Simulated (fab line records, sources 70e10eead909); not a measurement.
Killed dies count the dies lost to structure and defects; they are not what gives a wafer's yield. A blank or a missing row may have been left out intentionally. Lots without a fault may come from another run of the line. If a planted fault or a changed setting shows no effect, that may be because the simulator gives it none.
fab line records	flow nand_harc
[record] lots = 14	wafers = 42	last_day = 34
route steps=1302 shown THIN_TSV@1265
lots that met no fault: from a run of the same line without faults
start_h: start of the lot's first displayed wafer, in hours after the record's first day	wait_h: hours since the lot's step before	" unchanged from the row above	L1.1+2: a row that stands for several wafers	- either no value or no given start	* or withheld: withheld	< > ~ a bound
route shown NAME@n: NAME is a module with steps in the file, n the number in the route of the first one	usual: average and standard deviation across the fault-free wafers	same: alike in all rows	chamber/n: place in a boat	sites: each site's reading	_std_site: how widely they spread, as a standard deviation	_edge_site: outer sites' mean less inner sites'	radius_mm: how far each site lies from the wafer's centre	mask NAME#n: copy n	behind: tool/chamber where the wafer was last shaped	hold: reason for holding the lot/hours on hold/outcome of the hold	device: names the non-switching transistor (n, p or np)	end of line: tests run on the same wafers once the route is complete	a step without rows: its recipe alone	killed: dies lost to structure and defects at the first sort, not the wafer's yield	map: a wafer's dies, marking killed ones x, the rest . and places with no die _
set.NAME: the run value of the setting; set.NAME@STEP: its run value at that earlier step	model.NAME: the simulator's own value behind a step, which no gauge read
a sample of lots followed through the steps of the route, with each step as a table and each wafer as a row
services: a tool's chamber out of use, with start hour (start_h, from the record's first day; less than 0 if before it), hours out, and reason
[[steps]]
[step NHARC_THIN_TSV_STRIP_45]
[recipe] power_w = 1500	temp_c = 250	chemistry = O2
[usual] drypump_motor_current_A = 5.5/0.55	heater_power_w = 311/20
lot.wafer	tool	chamber	start_h	wait_h	drypump_motor_current_A	heater_power_w	rf_hours_counter_h
L953.2	plasma_asher-02	1	563.32	0.1	4.9	342	23
L953.4	"	1	"	"	4.9	342	-
L953.6	"	0	"	"	5.4	300	-
L955.2	plasma_asher-02	0	564.46	0.1	5.4	293	23
L955.1	"	1	"	"	4.9	328	23
L955.4	"	1	"	"	4.9	338	-
L952.2	plasma_asher-01	0	566.82	0.1	6.2	319	10
L952.4	"	0	"	"	6.2	313	-
L952.6	"	0	"	"	6.2	310	-
L954.1	plasma_asher-02	0	571.25	0.1	5.4	300	24
L954.3	"	0	"	"	5.4	298	-
L954.4	"	1	"	"	4.9	334	-
L956.1	plasma_asher-01	0	589.26	0.1	6.2	310	16
L956.4	"	0	"	"	6.2	311	-
L956.6	"	1	"	"	6.2	331	-
L957.2	plasma_asher-01	1	590.42	0.1	6.2	328	16
L957.1	"	0	"	"	6.2	317	16
L957.6	"	1	"	"	6.1	319	-
L958.1	plasma_asher-02	0	612.81	0.1	5.4	288	0
L958.4	"	0	"	"	5.4	277	-
L958.6	"	0	"	"	5.4	280	-
L959.2	plasma_asher-02	0	618.68	0.1	5.4	278	1
L959.4	"	1	"	"	4.8	324	-
L959.6	"	0	"	"	5.4	275	-
L963.2	plasma_asher-01	1	684.09	0.1	6.2	321	34
L963.1	"	0	"	"	6.2	311	34
L963.5	"	1	"	"	6.2	318	-
L966.2	plasma_asher-02	0	692.31	0.1	5.4	276	14
L966.4	"	0	"	"	5.4	283	-
L966.6	"	1	"	"	4.9	326	-
L967.1	plasma_asher-02	1	699.24	0.3	4.9	332	17
L967.3	"	0	"	"	5.4	286	-
L967.6	"	1	"	"	4.9	322	-
L972.3	plasma_asher-02	1	749.85	0.2	4.9	327	-
L972.6	"	0	"	"	5.4	276	-
L972.5	"	1	"	"	4.9	323	-
L973.2	plasma_asher-02	1	779.16	0.1	4.9	325	32
L973.1	"	0	"	"	5.4	278	32
L973.3	"	1	"	"	4.9	324	-
L975.4	plasma_asher-02	0	798.21	0.2	5.4	296	-
L975.6	"	0	"	"	5.4	297	-
L975.5	"	1	"	"	4.9	346	-
[step NHARC_THIN_TSV_PVD_19]
[recipe] target_thk_a = 200	chamber_pressure_pa = 5	material = TaN
[usual] throttle_valve_pct = 30.1/1.6
lot.wafer	tool	chamber	start_h	wait_h	throttle_valve_pct
L953.2	pvd_sputter-01	-	-	-	28.5
L953.4	"	-	"	"	28.2
L953.6	"	-	"	"	29.4
L955.2	pvd_sputter-03	-	-	-	31.1
L955.1	"	-	"	"	32.3
L955.4	"	-	"	"	29.7
L952.2	pvd_sputter-01	-	-	-	28.5
L952.4	"	-	"	"	28.0
L952.6	"	-	"	"	28.5
L954.1	pvd_sputter-03	-	-	-	31.2
L954.3	"	-	"	"	31.7
L954.4	"	-	"	"	29.5
L956.4	pvd_sputter-02	-	-	-	27.2
L956.1	"	-	"	"	31.2
L956.6	"	-	"	"	30.8
L957.2	pvd_sputter-02	-	-	-	31.0
L957.1	"	-	"	"	31.1
L957.6	"	-	"	"	31.4
L958.1	pvd_sputter-03	-	-	-	32.1
L958.4	"	-	"	"	29.3
L958.6	"	-	"	"	32.0
L959.2	pvd_sputter-02	-	-	-	30.6
L959.4	"	-	"	"	31.0
L959.6	"	-	"	"	27.5
L963.2	pvd_sputter-03	-	-	-	31.1
L963.1	"	-	"	"	29.4
L963.5	"	-	"	"	31.9
L966.4	pvd_sputter-02	-	-	-	31.3
L966.2	"	-	"	"	27.7
L966.6	"	-	"	"	32.6
L967.3	pvd_sputter-02	-	-	-	31.2
L967.1	"	-	"	"	30.9
L967.6	"	-	"	"	32.5
L972.3	pvd_sputter-03	-	-	-	29.3
L972.6	"	-	"	"	29.0
L972.5	"	-	"	"	30.2
L973.3	pvd_sputter-02	-	-	-	27.7
L973.2	"	-	"	"	32.5
L973.1	"	-	"	"	31.2
L975.4	pvd_sputter-01	-	-	-	30.4
L975.6	"	-	"	"	28.1
L975.5	"	-	"	"	30.4
[step NHARC_THIN_TSV_ETCH_59]
[recipe] target_depth_a = 8800	icp_w = 900	bias_w = 100	Cl2_flow_sccm = 60	bcl3_flow_sccm = 30	time_s = 138.1	chemistry = Cl2/BCl3
[usual] chamber_pressure_mTorr = 10.001/0.0087	drypump_motor_current_A = 5.9/0.42	oes_product_au = 0.996/0.0066	run_length_s = 159.5/0.41	throttle_valve_pct = 22.264/0.0088
lot.wafer	tool	chamber	start_h	wait_h	chamber_pressure_mTorr	drypump_motor_current_A	oes_product_au	rf_hours_counter_h	run_length_s	throttle_valve_pct
L953.2	rie_metal-03	0	568.50	0.1	9.992	6.2	0.999	0.5	159.2	22.257
L953.4	"	1	"	"	9.993	6.0	0.999	-	159.4	22.264
L953.6	"	1	"	"	9.997	6.0	0.985	-	159.7	22.250
L955.2	rie_metal-01	1	569.63	0.1	10.016	5.9	0.994	2.2	159.1	22.254
L955.1	"	0	"	"	9.995	6.5	0.994	2.2	159.6	22.258
L955.4	"	0	"	"	9.995	6.5	0.999	-	159.4	22.275
L952.2	rie_metal-02	1	571.86	0.1	9.996	6.1	0.997	1.5	159.4	22.251
L952.4	"	1	"	"	10.005	6.1	1.004	-	159.4	22.259
L952.6	"	1	"	"	9.999	6.1	1.008	-	159.8	22.264
L954.1	rie_metal-02	1	576.41	0.1	10.007	6.1	0.995	1.7	159.3	22.253
L954.4	"	1	"	"	10.001	6.1	1.001	-	159.8	22.263
L954.3	"	0	"	"	10.010	5.2	0.999	-	159.8	22.269
L956.1	rie_metal-02	1	594.33	0.1	9.991	6.1	1.006	2.4	159.3	22.278
L956.4	"	0	"	"	10.000	5.2	0.995	-	159.5	22.259
L956.6	"	1	"	"	9.997	6.1	1.004	-	159.4	22.266
L957.2	rie_metal-03	1	595.58	0.1	10.018	6.1	0.994	1.7	160.1	22.260
L957.1	"	0	"	"	9.991	6.2	0.992	1.7	158.9	22.256
L957.6	"	1	"	"	10.007	6.0	0.989	-	160.1	22.266
L958.1	rie_metal-02	1	617.84	0.1	10.000	6.1	0.984	2.7	159.4	22.259
L958.4	"	0	"	"	10.006	5.2	0.984	-	159.9	22.251
L958.6	"	1	"	"	10.008	6.1	0.990	-	159.3	22.269
L959.2	rie_metal-03	1	623.97	0.2	9.994	6.0	0.990	2.0	159.5	22.260
L959.4	"	1	"	"	10.015	6.0	0.993	-	159.6	22.263
L959.6	"	0	"	"	10.001	6.2	0.995	-	158.8	22.261
L963.2	rie_metal-03	0	689.14	0.1	10.003	6.2	0.997	3.1	159.1	22.264
L963.1	"	1	"	"	10.005	6.0	0.982	3.1	159.6	22.269
L963.5	"	0	"	"	10.004	6.2	1.002	-	158.6	22.258
L966.2	rie_metal-02	0	697.56	0.2	9.984	5.2	0.987	-	62.0	22.287
L966.4	"	0	"	"	10.024	5.2	0.992	-	62.0	22.251
L966.6	"	0	"	"	9.996	5.2	0.992	-	61.7	22.268
L967.1	rie_metal-02	1	704.36	0.1	10.011	6.1	1.002	0.0	159.6	22.268
L967.3	"	0	"	"	10.016	5.2	0.984	-	61.9	22.251
L967.6	"	0	"	"	9.995	5.2	1.004	-	62.1	22.271
L972.3	rie_metal-03	0	755.06	0.2	10.009	6.2	0.991	-	158.6	22.258
L972.5	"	1	"	"	10.000	6.1	0.994	-	159.6	22.259
L972.6	"	0	"	"	10.004	6.2	0.990	-	158.8	22.266
L973.1	rie_metal-02	0	784.36	0.1	9.991	5.2	0.998	3.7	159.9	22.264
L973.2	"	1	"	"	9.996	6.1	1.002	1.5	159.5	22.260
L973.3	"	0	"	"	9.987	5.2	0.993	-	159.5	22.271
L975.4	rie_metal-01	0	803.33	0.2	10.015	6.5	0.999	-	159.7	22.262
L975.5	"	0	"	"	9.994	6.5	1.002	-	160.1	22.261
L975.6	"	1	"	"	9.990	5.9	0.990	-	159.3	22.245
[step NHARC_THIN_TSV_INSPECT_40]
[usual] raw_defect_count = 554/92
lot.wafer	tool	chamber	start_h	wait_h	raw_defect_count
L953.2	defect_inspect-02	-	574.56	0.4	618
L953.4	"	-	"	"	525
L953.6	"	-	"	"	541
L955.1	defect_inspect-01	-	574.56	0.4	679
L955.2	"	-	"	"	516
L955.4	"	-	"	"	535
L954.1	defect_inspect-01	-	579.29	0.4	538
L954.3	"	-	"	"	549
L954.4	"	-	"	"	532
L952.2	defect_inspect-02	-	579.29	0.4	654
L952.4	"	-	"	"	491
L952.6	"	-	"	"	524
L956.1	defect_inspect-02	-	601.34	0.4	581
L956.4	"	-	"	"	537
L956.6	"	-	"	"	548
L957.1	defect_inspect-01	-	601.34	0.4	597
L957.2	"	-	"	"	563
L957.6	"	-	"	"	623
L958.1	defect_inspect-01	-	623.67	0.4	628
L958.4	"	-	"	"	837
L958.6	"	-	"	"	768
L959.2	defect_inspect-02	-	631.95	0.4	767
L959.4	"	-	"	"	682
L959.6	"	-	"	"	589
L963.1	defect_inspect-01	-	695.26	0.4	531
L963.2	"	-	"	"	468
L963.5	"	-	"	"	423
L966.2	defect_inspect-02	-	703.48	0.4	497
L966.4	"	-	"	"	520
L966.6	"	-	"	"	518
L967.1	defect_inspect-02	-	711.99	0.4	440
L967.3	"	-	"	"	473
L967.6	"	-	"	"	450
L972.3	defect_inspect-01	-	760.38	0.4	477
L972.5	"	-	"	"	498
L972.6	"	-	"	"	480
L973.1	defect_inspect-01	-	791.12	0.4	598
L973.2	"	-	"	"	445
L973.3	"	-	"	"	538
L975.4	defect_inspect-01	-	809.01	0.4	664
L975.5	"	-	"	"	536
L975.6	"	-	"	"	506
[[services]]
tool	chamber	start_h	hours	kind
pvd_sputter-03	-	566.62	3.5	repair
rie_metal-03	0	569.97	1.3	repair
rie_metal-01	-	575.00	9.0	pm
plasma_asher-02	-	603.00	9.0	pm
plasma_asher-02	0	603.00	9.0	vent_cycle
pvd_sputter-01	-	603.91	10.0	pm
rie_metal-03	-	615.15	0.5	repair
rie_metal-02	-	631.18	9.0	pm
pvd_sputter-02	-	638.69	10.0	pm
pvd_sputter-03	-	639.22	3.3	repair
rie_metal-02	1	643.63	57.3	repair
pvd_sputter-01	-	662.93	1.2	repair
rie_metal-01	-	678.67	5.2	repair
rie_metal-02	-	688.23	1.2	repair
rie_metal-03	-	696.10	9.0	pm
plasma_asher-01	-	696.54	9.0	pm
pvd_sputter-03	-	704.05	10.0	pm
rie_metal-01	-	708.20	0.6	repair
pvd_sputter-01	-	715.57	3.1	repair
rie_metal-03	-	720.49	0.9	repair
rie_metal-03	-	743.04	1.1	repair
rie_metal-01	-	752.00	9.0	pm
plasma_asher-02	-	780.26	9.0	pm
pvd_sputter-01	-	781.91	10.0	pm
[[key]]
[first_sign] step = NHARC_THIN_TSV_ETCH_59	reading = run_length_s	direction = down	sigmas = 99+	usual = *	struck = *
effect none on later readings
met_at NHARC_THIN_TSV_ETCH_59
struck_lots L966,L967
struck_wafers L966.2,L966.4,L966.6,L967.3,L967.6
later_rows_left_out L966.2,L966.4,L966.6,L967.3,L967.6
sort_left_out L966.2,L966.4,L966.6,L967.3,L967.6
not_acting_at NHARC_THIN_TSV_STRIP_45,NHARC_THIN_TSV_PVD_19,NHARC_THIN_TSV_INSPECT_40
onset_between 617.84 697.56
[fault] kind = process_parameter_drift	tool = rie_metal-02	chamber = 0	onset_h = 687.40	steps = NHARC_THIN_TSV_ETCH_59	channel = time_s	offset = *	shape = step	end_h = 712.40	acts_in = *	stated = *
// sort_left_out: the simulated sort isn't trusted on such a fault, so these wafers' sort isn't shown, and their yield isn't known
// later_rows_left_out: the simulator's readings of these wafers behind a module that went badly wrong aren't trusted and aren't shown, but for the sort
